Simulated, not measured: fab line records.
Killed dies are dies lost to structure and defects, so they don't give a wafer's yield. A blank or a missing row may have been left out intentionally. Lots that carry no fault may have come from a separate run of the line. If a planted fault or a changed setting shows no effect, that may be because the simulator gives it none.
fab line records    flow nand_harc
record lots=11  wafers=33  last_day=32
route steps=1302 shown A_ONON_D1@446 A_CHANNEL_HOLE_D1@460 END@1302
lots with no fault: from the same line, run without faults
start_h: start of the lot's first displayed wafer, in hours after the record's first day    wait_h: how many hours have passed since the lot's step before this one    " unchanged from the row above    L1.1+2: a row that stands for several wafers    - value missing, or start not given    * or withheld: withheld    < > ~ a bound
route shown NAME@n: names a module that has steps shown in the file, with the first one's number in the route    usual: average and standard deviation across the fault-free wafers    same: alike in all rows    chamber/n: place in a boat    sites: the reading at each site    _std_site: standard deviation across them    _edge_site: the outer-site mean with the inner-site mean subtracted    radius_mm: how far each site lies from the wafer's centre    mask NAME#n: copy n    behind: the tool/chamber that last shaped the wafer    hold: reason for holding the lot/hours on hold/outcome of the hold    device: transistor that didn't switch, given as n, p or np    end of line: at the end of the route, the tests of the same wafers    step lacking rows: just its recipe    killed: the dies lost at the first sort to structure and to defects; this is not the yield of the wafer    map: dies across one wafer; x = killed, . = not, _ = none there
set.NAME: the setting as run; set.NAME@STEP: as run at that earlier step    model.NAME: the simulator's own value behind a step, which no gauge read
steps of the route over a sample of lots; a table a step, a row a wafer
services: from which hour (start_h, from the record's first day; less than 0 if before it) a tool's chamber was out of use, for how many hours, and why
## steps
# step NHARC_A_ONON_D1_DEP_33
# recipe target_thk_a=2000  temp_c=400  pressure_torr=6.5  rf_w=900  teos_flow_sccm=161.4  flow_sccm=2650  target_thk_nm=200  gas=O2  material=SiO2
# usual heater_power_w=579/86  throttle_valve_pct=15.5/0.78
lot.wafer  tool      chamber  start_h  wait_h  heater_power_w  throttle_valve_pct
L645.2     pecvd-04  2        188.78   0.1     567             15.9
L645.3     "         1        "        "       595             16.1
L645.6     "         1        "        "       610             16.2
L648.1     pecvd-03  0        214.99   0.1     452             16.3
L648.5     "         2        "        "       432             14.7
L648.4     "         1        "        "       514             15.9
L650.2     pecvd-03  2        234.17   0.1     415             14.9
L650.6     "         2        "        "       421             14.9
L650.5     "         1        "        "       465             16.0
L653.3     pecvd-04  0        266.61   0.1     664             14.2
L653.2     "         1        "        "       682             16.2
L653.5     "         0        "        "       514             14.4
L654.3     pecvd-03  2        277.36   0.1     402             14.7
L654.2     "         1        "        "       461             15.9
L654.6     "         2        "        "       428             14.8
L655.1     pecvd-04  0        283.11   0.1     557             15.0
L655.3     "         1        "        "       621             15.4
L655.4     "         2        "        "       643             15.7
L656.1     pecvd-03  2        292.43   0.1     394             15.0
L656.3     "         1        "        "       419             16.0
L656.4     "         2        "        "       421             15.1
L660.2     pecvd-03  1        335.20   0.1     536             16.1
L660.1     "         0        "        "       573             16.6
L660.6     "         2        "        "       475             14.7
L661.1     pecvd-04  2        346.76   0.1     632             15.9
L661.2     "         0        "        "       555             15.2
L661.6     "         2        "        "       637             15.8
L662.3     pecvd-03  0        361.30   0.1     556             16.5
L662.5     "         1        "        "       506             16.1
L662.4     "         2        "        "       493             15.2
L665.2     pecvd-01  2        380.81   0.1     642             14.2
L665.6     "         2        "        "       652             14.1
L665.5     "         1        "        "       617             15.3
# step NHARC_A_CHANNEL_HOLE_D1_PEB_08
# recipe peb_temp_c=100  peb_time_s=65
# usual chill_plate_temp_C=22.97/0.11  exhaust_pa=44.9/0.83
lot.wafer  tool            chamber  start_h  wait_h  chill_plate_temp_C  exhaust_pa
L645.2     litho_track-04  0        193.01   0.1     22.86               46.4
L645.3     "               0        "        "       22.99               44.9
L645.6     "               0        "        "       22.93               45.5
L648.1     litho_track-01  0        219.05   0.1     22.84               44.5
L648.4     "               0        "        "       22.91               45.2
L648.5     "               0        "        "       22.76               44.5
L650.2     litho_track-04  0        238.49   0.1     23.13               45.8
L650.5     "               0        "        "       23.07               46.4
L650.6     "               0        "        "       23.11               44.9
L653.2     litho_track-06  0        271.17   0.1     22.95               45.2
L653.3     "               0        "        "       23.04               43.8
L653.5     "               0        "        "       22.94               44.8
L654.2     litho_track-04  0        284.05   0.1     22.84               43.8
L654.3     "               0        "        "       22.82               44.3
L654.6     "               0        "        "       22.88               44.1
L655.1     litho_track-01  0        289.00   0.1     22.88               44.0
L655.3     "               0        "        "       22.87               44.2
L655.4     "               0        "        "       22.92               44.4
L656.1     litho_track-01  0        295.43   0.1     22.96               45.0
L656.3     "               0        "        "       22.83               44.7
L656.4     "               0        "        "       22.88               43.8
L660.1     litho_track-04  0        338.33   0.1     22.82               45.1
L660.2     "               0        "        "       22.95               44.6
L660.6     "               0        "        "       22.91               45.3
L661.1     litho_track-06  0        349.95   0.1     23.02               43.4
L661.2     "               0        "        "       23.02               43.4
L661.6     "               0        "        "       23.08               43.2
L662.3     litho_track-04  0        364.78   0.0     22.93               46.3
L662.4     "               0        "        "       22.99               46.6
L662.5     "               0        "        "       22.95               46.0
L665.2     litho_track-01  0        389.33   0.1     22.94               45.3
L665.5     "               0        "        "       23.23               43.3
L665.6     "               0        "        "       23.22               44.9
# step NHARC_A_CHANNEL_HOLE_D1_CD_MEAS_10
# recipe target_cd_nm=100  landing_energy_ev=500
# usual cd_nm=100.2/0.63
lot.wafer  tool       chamber  start_h  wait_h  cd_nm
L645.2     cd_sem-01  0        193.10   -       100.8
L645.3     "          0        "        "       101.0
L645.6     "          0        "        "       99.3
L648.1     cd_sem-02  0        219.13   -       100.0
L648.4     "          0        "        "       100.2
L648.5     "          0        "        "       100.0
L650.2     cd_sem-03  0        238.57   -       100.3
L650.5     "          0        "        "       100.7
L650.6     "          0        "        "       99.7
L653.2     cd_sem-03  0        271.25   -       100.5
L653.3     "          0        "        "       100.4
L653.5     "          0        "        "       100.1
L654.2     cd_sem-02  0        284.13   -       100.3
L654.3     "          0        "        "       99.8
L654.6     "          0        "        "       99.8
L655.1     cd_sem-01  0        289.08   -       102.0
L655.3     "          0        "        "       103.0
L655.4     "          0        "        "       102.4
L656.1     cd_sem-03  0        295.51   -       102.4
L656.3     "          0        "        "       102.4
L656.4     "          0        "        "       102.2
L660.1     cd_sem-02  0        338.40   -       100.9
L660.2     "          0        "        "       100.4
L660.6     "          0        "        "       100.6
L661.1     cd_sem-03  0        350.03   -       100.3
L661.2     "          0        "        "       102.2
L661.6     "          0        "        "       100.5
L662.3     cd_sem-03  0        364.86   -       100.9
L662.4     "          0        "        "       100.8
L662.5     "          0        "        "       101.2
L665.2     cd_sem-01  0        389.41   -       99.7
L665.5     "          0        "        "       99.8
L665.6     "          0        "        "       99.8
# step NHARC_A_CHANNEL_HOLE_D1_ETCH_34
# recipe target_depth_a=1540  time_s=77  cf4_flow_sccm=100  chf3_flow_sccm=30  ar_flow_sccm=0  rf_w=500  bias_w=200  chemistry=CF4/CHF3
# usual drypump_motor_current_A=5.9/0.41  oes_product_au=0.941/0.023  rf_vpp_V=370.4/1.7  showerhead_plenum_p_Torr=1.57/0.04  throttle_valve_pct=16.801/0.0095
lot.wafer  tool         chamber  start_h  wait_h  drypump_motor_current_A  oes_product_au  rf_hours_counter_h  rf_vpp_V  showerhead_plenum_p_Torr  throttle_valve_pct
L645.3     rie_diel-01  3        -        -       5.8                      0.922           12                  367.9     1.54                      16.793
L645.2     "            1        "        "       5.7                      0.920           12                  370.2     1.55                      16.795
L645.6     "            0        "        "       6.3                      0.924           -                   371.4     1.56                      16.810
L648.1     rie_diel-01  3        -        -       5.8                      0.976           1                   369.0     1.54                      16.821
L648.4     "            2        "        "       6.3                      0.958           1                   372.3     1.62                      16.792
L648.5     "            3        "        "       5.8                      0.980           -                   367.9     1.54                      16.784
L650.2     rie_diel-01  0        -        -       6.3                      0.959           2                   370.0     1.56                      16.796
L650.6     "            1        "        "       5.7                      0.950           -                   368.5     1.55                      16.803
L650.5     "            2        "        "       6.3                      0.936           -                   371.3     1.62                      16.800
L653.3     rie_diel-08  1        -        -       5.7                      0.953           17                  365.8     1.47                      16.807
L653.2     "            2        "        "       5.0                      0.976           27                  369.8     1.61                      16.801
L653.5     "            0        "        "       5.3                      0.953           -                   370.6     1.58                      16.803
L654.3     rie_diel-01  1        -        -       5.7                      0.947           6                   370.0     1.55                      16.799
L654.2     "            2        "        "       6.3                      0.962           6                   372.9     1.62                      16.796
L654.6     "            0        "        "       6.3                      0.959           -                   369.5     1.56                      16.784
L655.4     rie_diel-01  3        -        -       5.8                      0.925           7                   367.8     1.53                      16.804
L655.3     "            0        "        "       6.3                      0.919           7                   370.6     1.56                      16.809
L655.1     "            2        "        "       6.3                      0.934           7                   373.6     1.62                      16.806
L656.4     rie_diel-01  1        -        -       5.7                      0.926           8                   370.4     1.55                      16.800
L656.3     "            2        "        "       6.3                      0.929           7                   370.2     1.62                      16.784
L656.1     "            3        "        "       5.8                      0.923           7                   369.5     1.53                      16.803
L660.2     rie_diel-01  2        -        -       6.3                      0.932           11                  370.8     1.62                      16.793
L660.1     "            3        "        "       5.8                      0.930           11                  369.1     1.53                      16.817
L660.6     "            1        "        "       5.7                      0.923           -                   371.3     1.55                      16.805
L661.2     rie_diel-08  2        -        -       5.0                      0.947           49                  373.2     1.60                      16.801
L661.1     "            0        "        "       5.2                      0.907           53                  369.2     1.57                      16.790
L661.6     "            2        "        "       5.0                      0.937           -                   373.1     1.60                      16.825
L662.3     rie_diel-01  3        -        -       5.8                      0.932           13                  368.0     1.53                      16.792
L662.4     "            0        "        "       6.3                      0.926           14                  368.1     1.56                      16.814
L662.5     "            0        "        "       6.3                      0.921           -                   370.9     1.56                      16.799
L665.2     rie_diel-02  0        -        -       4.9                      0.919           57                  372.9     1.64                      16.807
L665.5     "            0        "        "       4.9                      0.915           -                   371.7     1.64                      16.794
L665.6     "            1        "        "       6.0                      0.906           -                   374.1     1.67                      16.791
# step NHARC_A_CHANNEL_HOLE_D1_ETCH_16
# recipe target_depth_a=31000  over_etch_frac=0.3  time_s=806  ion_energy_ev=150  o2_flow_sccm=400  cos_flow_sccm=20  ar_flow_sccm=0  rf_w=500  bias_w=300  chemistry=O2/COS
# usual drypump_motor_current_A=5.9/0.39  oes_product_au=1.000/0.0081  rf_vpp_V=314.0/1.4  showerhead_plenum_p_Torr=3.11/0.082  throttle_valve_pct=28.330/0.0087
# same over_etch_frac=0.3
lot.wafer  tool         chamber  start_h  wait_h  drypump_motor_current_A  oes_product_au  rf_hours_counter_h  rf_vpp_V  showerhead_plenum_p_Torr  throttle_valve_pct
L645.2     rie_diel-01  0        -        -       6.3                      0.992           13                  314.0     3.10                      28.342
L645.3     "            3        "        "       5.8                      0.995           12                  313.5     3.05                      28.331
L645.6     "            0        "        "       6.3                      1.008           -                   313.7     3.10                      28.340
L648.4     rie_diel-01  2        -        -       6.3                      1.012           1                   316.4     3.22                      28.323
L648.1     "            3        "        "       5.8                      0.990           1                   312.2     3.05                      28.321
L648.5     "            0        "        "       6.3                      0.996           -                   313.9     3.10                      28.341
L650.2     rie_diel-01  2        -        -       6.3                      0.997           3                   315.2     3.21                      28.334
L650.5     "            3        "        "       5.9                      0.990           -                   313.0     3.05                      28.328
L650.6     "            0        "        "       6.3                      1.002           -                   314.0     3.10                      28.325
L653.3     rie_diel-08  0        -        -       5.3                      0.991           29                  314.6     3.13                      28.312
L653.2     "            2        "        "       5.0                      0.987           27                  315.2     3.19                      28.325
L653.5     "            1        "        "       5.7                      0.992           -                   310.8     2.91                      28.335
L654.2     rie_diel-01  3        -        -       5.9                      0.999           6                   314.0     3.05                      28.331
L654.3     "            1        "        "       5.7                      0.999           6                   314.2     3.07                      28.332
L654.6     "            2        "        "       6.3                      1.009           -                   315.7     3.21                      28.323
L655.3     rie_diel-01  0        -        -       6.3                      1.017           7                   313.3     3.10                      28.359
L655.1     "            1        "        "       5.7                      1.006           7                   312.2     3.07                      28.319
L655.4     "            3        "        "       5.9                      0.995           7                   312.5     3.05                      28.343
L656.3     rie_diel-01  2        -        -       6.3                      1.006           8                   314.1     3.21                      28.327
L656.4     "            3        "        "       5.9                      1.008           8                   313.5     3.04                      28.332
L656.1     "            1        "        "       5.7                      1.011           8                   314.6     3.07                      28.327
L660.2     rie_diel-01  2        -        -       6.3                      1.006           11                  316.2     3.21                      28.336
L660.1     "            3        "        "       5.8                      1.004           11                  313.4     3.04                      28.337
L660.6     "            3        "        "       5.9                      0.989           -                   312.5     3.04                      28.333
L661.2     rie_diel-08  0        -        -       5.3                      0.988           53                  314.2     3.11                      28.323
L661.1     "            1        "        "       5.7                      1.002           45                  310.6     2.89                      28.329
L661.6     "            3        "        "       5.9                      1.006           -                   314.0     3.14                      28.342
L662.3     rie_diel-01  1        -        -       5.7                      1.001           12                  313.4     3.07                      28.333
L662.4     "            3        "        "       5.9                      1.008           14                  313.1     3.04                      28.324
L662.5     "            2        "        "       6.3                      1.013           -                   314.9     3.21                      28.318
L665.2     rie_diel-02  2        -        -       5.7                      1.005           53                  313.6     3.15                      28.329
L665.5     "            2        "        "       5.7                      1.000           -                   315.2     3.15                      28.316
L665.6     "            3        "        "       5.1                      0.998           -                   313.0     3.02                      28.350
# step NHARC_END_SORT_01
# recipe temp_c=25
# usual killed_at_array=52/18  killed_at_other=0.6/1.1  killed_at_periphery=3.7/2.4  killed_dies=57/19  killed_open=3.1/1.7  killed_short=2.5/1.7
# same gross_dies=677
lot.wafer  tool       chamber  start_h  wait_h  killed_at_array  killed_at_other  killed_at_periphery  killed_dies  killed_open  killed_short
L648.1     prober-01  0        600.31   2.5     85               0                3                    88           2            1
L648.4     prober-01  0        602.72   3.4     91               1                6                    98           6            3
L648.5     prober-01  0        603.52   3.7     63               1                4                    68           6            3
# killed by level:class
L648.1 A_CHANNEL_HOLE_D1:chamber_film_flake=33 A_SLIT:chamber_film_flake=25 A_CHANNEL_HOLE_D2:chamber_film_flake=18 P_ZERO_WELL:chamber_film_flake=2 A_ZERO_WELL:chamber_film_flake=2 A_WL_FILL:chamber_film_flake=2 A_CONTACT:chamber_film_flake=2 A_ONON_D1:geometric_particle:open=1
L648.4 A_SLIT:chamber_film_flake=27 A_CHANNEL_HOLE_D2:chamber_film_flake=25 A_CHANNEL_HOLE_D1:chamber_film_flake=22 A_CONTACT:chamber_film_flake=5 P_ZERO_WELL:chamber_film_flake=4 A_WL_FILL:chamber_film_flake=3 A_WL_FILL:geometric_particle:short=2 P_M0:geometric_particle:open=1
L648.5 A_SLIT:chamber_film_flake=24 A_CHANNEL_HOLE_D1:chamber_film_flake=14 A_CONTACT:chamber_film_flake=7 A_CHANNEL_HOLE_D2:chamber_film_flake=6 A_WL_FILL:chamber_film_flake=2 P_GATE:geometric_particle:open=1 P_M2:geometric_particle:short=1 A_ONON_D1:geometric_particle:short=1
## services
tool            chamber  start_h  hours  kind
pecvd-03        -        171.76   1.4    repair
rie_diel-08     -        175.68   0.3    repair
litho_track-06  -        179.00   7.0    pm
rie_diel-01     1        180.69   8.6    repair
pecvd-03        -        185.29   13.0   pm
rie_diel-08     1        187.16   15.6   repair
rie_diel-01     2        193.12   6.9    repair
rie_diel-08     -        193.25   9.0    pm
litho_track-04  -        203.00   7.0    pm
rie_diel-01     -        203.80   9.0    pm
rie_diel-08     1        217.85   18.7   repair
pecvd-03        -        234.61   2.6    repair
pecvd-04        -        269.00   13.0   pm
pecvd-03        -        275.42   0.3    repair
rie_diel-08     0        275.45   3.4    repair
rie_diel-08     2        276.88   22.1   repair
rie_diel-01     3        282.50   2.4    repair
rie_diel-01     1        318.02   9.3    repair
pecvd-04        2        318.15   5.7    repair
litho_track-01  -        330.00   7.0    pm
pecvd-03        -        366.29   13.0   pm
rie_diel-08     -        370.35   9.0    pm
litho_track-04  -        378.00   7.0    pm
rie_diel-01     -        380.80   9.0    pm
## key
first_sign step=NHARC_A_CHANNEL_HOLE_D1_CD_MEAS_10  reading=cd_nm  direction=up  sigmas=3.6  usual=100.2  struck=102.4  through=control_loop
effect none on later readings
met_at NHARC_A_CHANNEL_HOLE_D1_PEB_08
struck_lots L655,L656
tester_left_out L655,L656
loop_trim step=NHARC_A_CHANNEL_HOLE_D1_EXPOSE_07  setting=dose  lots=L656
not_acting_at NHARC_A_ONON_D1_DEP_33,NHARC_A_CHANNEL_HOLE_D1_ETCH_34,NHARC_A_CHANNEL_HOLE_D1_ETCH_16
onset_between 219.05 289.00
fault kind=process_parameter_drift  tool=litho_track-01  chamber=-  onset_h=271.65  steps=NHARC_A_CHANNEL_HOLE_D1_PEB_08  channel=peb_time_s  offset=*  shape=step  end_h=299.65  acts_in=*  stated=*
# tester_left_out: of these lots the tester's yield and bins aren't shown, on N5 and GAA mostly nor the transistor test; their killed dies are dies lost to structure and defects alone, not to doping, threshold or leakage, so they don't give the yield
# loop_trim: a control loop set the setting to another value than it would have without faults
